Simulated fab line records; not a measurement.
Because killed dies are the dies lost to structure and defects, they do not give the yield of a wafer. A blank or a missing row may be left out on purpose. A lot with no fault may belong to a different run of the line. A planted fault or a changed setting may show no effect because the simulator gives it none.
Which tool is to blame? | flow n5-finfet | 10 lots, 26 wafers sampled, at 1 step of a route of 1938

== WHAT EACH GAUGE READ, for each wafer ==
N5_BEOL_M4_RC_MEAS_101.
lot  | measured     | on        | DIBL_N (mV/V)
L678 | day 9 20:40  | prober-01 | 34.9 35.0
L680 | day 10 01:51 | prober-02 | 35.9 35.4
L676 | day 11 04:55 | prober-01 | 33.9 31.4 32.5
L681 | day 11 08:19 | prober-01 | 33.8 34.2 37.2
L682 | day 11 09:05 | prober-01 | 34.4 31.1 35.0
L684 | day 11 13:08 | prober-02 | 36.1 34.2 33.9
L689 | day 13 10:35 | prober-02 | 35.0 35.3
L692 | day 13 17:23 | prober-02 | 35.5 40.2
L695 | day 14 09:56 | prober-02 | 37.7 35.9 36.3
L694 | day 14 10:01 | prober-01 | 37.0 36.2 34.6

== WHAT TOOL EACH LOT RAN ON (gives the tool, then ch and the chambers of the sampled wafers, and finally the start) ==
Record: no process step prior to these readings.

== THE ANSWER, worked out from the rows above alone ==
Rule: usual is defined by the lots themselves. The widest of any qualifying gaps counts: lots, ordered by their means at a reading, are off when they make up no more than a third of the lots, leave a main group of 4 or more, and stand apart from it by 3 or more times the standard deviation of that group's means. A main group whose means are all the same, to the digits that the tables above print for the reading, isn't used. A lot without any number at a reading at which 4 lots or more have one is off too. Any other lot the step has rows for is counted as sound.
No lot is off at any reading shown: from this, nothing can be told.

== WHAT THE SIMULATOR HAD INSERTED ==
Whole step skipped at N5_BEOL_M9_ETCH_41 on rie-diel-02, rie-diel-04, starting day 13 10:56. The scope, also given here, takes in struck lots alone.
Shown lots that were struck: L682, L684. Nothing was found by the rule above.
